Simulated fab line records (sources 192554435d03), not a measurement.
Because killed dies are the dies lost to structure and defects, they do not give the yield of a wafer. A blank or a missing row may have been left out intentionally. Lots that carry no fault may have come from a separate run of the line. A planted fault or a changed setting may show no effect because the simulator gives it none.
8D (eight disciplines) problem report, filled in by code	flow n5_finfet	the parts of the form that need people (team, actions taken, sign-off) are left out

== 1. THE ISSUE ==
Mean of raw_defect_count at N5_BEOL_M11_INSPECT_30: 1331 across 6 wafers in 2 lots; on wafers with no fault it is 391 (standard deviation 100). Measured from the usual mean, that is +9.4 standard deviations.
The step: inspects for defects (brightfield).
Earliest sighting: wafer L493.2 on defect_inspect-01 at day 12 23:11. At this step, 27 wafers from 9 lots have a number in the record. Rule for "out" (also "out of limits"): further than 4 standard deviations from the usual mean. All remaining wafers that have a number are taken as sound.

== 2. WHAT IT IS AND WHAT IT IS NOT ==
question	is	is not
which readings at this step	raw_defect_count	-
which lots	L493, L497	L483, L484, L486, L489, L498, L501, L503
which wafers of those lots	all that have a number	-
read on which gauges	defect_inspect-01	defect_inspect-02
when	from day 12 23:11	up to then (12 sound wafers); but 9 sound wafers of L498, L501, L503 came after

== 3. SUSPECTS, AND WHAT RULES EACH OUT ==
Counting: a tool at any process step up to the reading remains a suspect when it ran all the lots that are out and ran no sound lot after the first of those.
- the gauge at N5_BEOL_M11_INSPECT_30: ruled out. All the wafers that are out were read on defect_inspect-01, but those of them that N5_PASSIVATION_PROBE_49 has rows for are out there too, on other tools.
- rie_diel-03 at N5_BEOL_M11_ETCH_61 (etches SiARC in CF4, target depth 39 nm, time 65 s): kept. All lots that are out passed through it, beginning with L493 at day 12 21:44, and no sound lot followed; its final sound lot before that point was L489 at day 12 00:33.
- rie_metal-03 at N5_BEOL_M11_HM_OPEN_17 (chemistry Cl2/BCl3, target TiN, target depth 20 nm, overetch 6 nm): ruled out as a lasting fault. After its first lot that is out, L493 (day 12 21:58), sound lots L498 ran on it.
Remaining after the count: rie_diel-03 at N5_BEOL_M11_ETCH_61.

== 4. THE CAUSE (what the simulator had put in) ==
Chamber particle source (rie_diel-03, N5_BEOL_M11_ETCH_61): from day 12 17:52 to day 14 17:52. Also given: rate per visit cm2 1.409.
The count eliminated every tool but this one.

== 5. THE EFFECT CHAIN, in route order ==
Rows list readings where the struck wafers' mean (over those with a number) sits beyond 3 standard deviations from the usual. Only readings for which the record gives a usual standard deviation are gone through. hours: the time from each lot's start at the first step in this table that gives one to its start at this step, as a median over the lots. sigmas: the change in usual standard deviations.
hours	step	reading	usual	on struck wafers	change	sigmas
0	N5_BEOL_M11_INSPECT_30	raw_defect_count	391	1331	+940	+9.4
39	N5_PASSIVATION_PROBE_49	defect_limited_yield	91.1 %	84.0	-7.1	-5.5
39	N5_PASSIVATION_PROBE_49	killed_at_M4_up	14	123	+109	+25
39	N5_PASSIVATION_PROBE_49	killed_dies	105	189	+84	+5.6
39	N5_PASSIVATION_PROBE_49	sort_bin_5_function	5.3 %	9.8	+4.5	+5.8
39	N5_PASSIVATION_PROBE_49	sort_n_pass	1075	991	-84	-5.6
39	N5_PASSIVATION_PROBE_49	sort_yield_pct	91.1 %	84.0	-7.1	-5.5
Here are the process steps it includes:
- N5_PASSIVATION_PROBE_49

== 6. HOW IT WOULD HAVE BEEN CAUGHT EARLIER ==
In this record the first reading out of limits at a measuring or inspecting step was taken at day 12 23:11, 5 hours after the fault began at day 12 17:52.
Tool readings at N5_BEOL_M11_ETCH_61 with a usual standard deviation given in the record: none out on any struck wafer, hence no alarm at a limit of 4 standard deviations on them.
Of the lots that are out (2), L497 began N5_BEOL_M11_ETCH_61 on rie_diel-03 after day 12 23:11. It would have been spared by a hold on the tool at that moment.
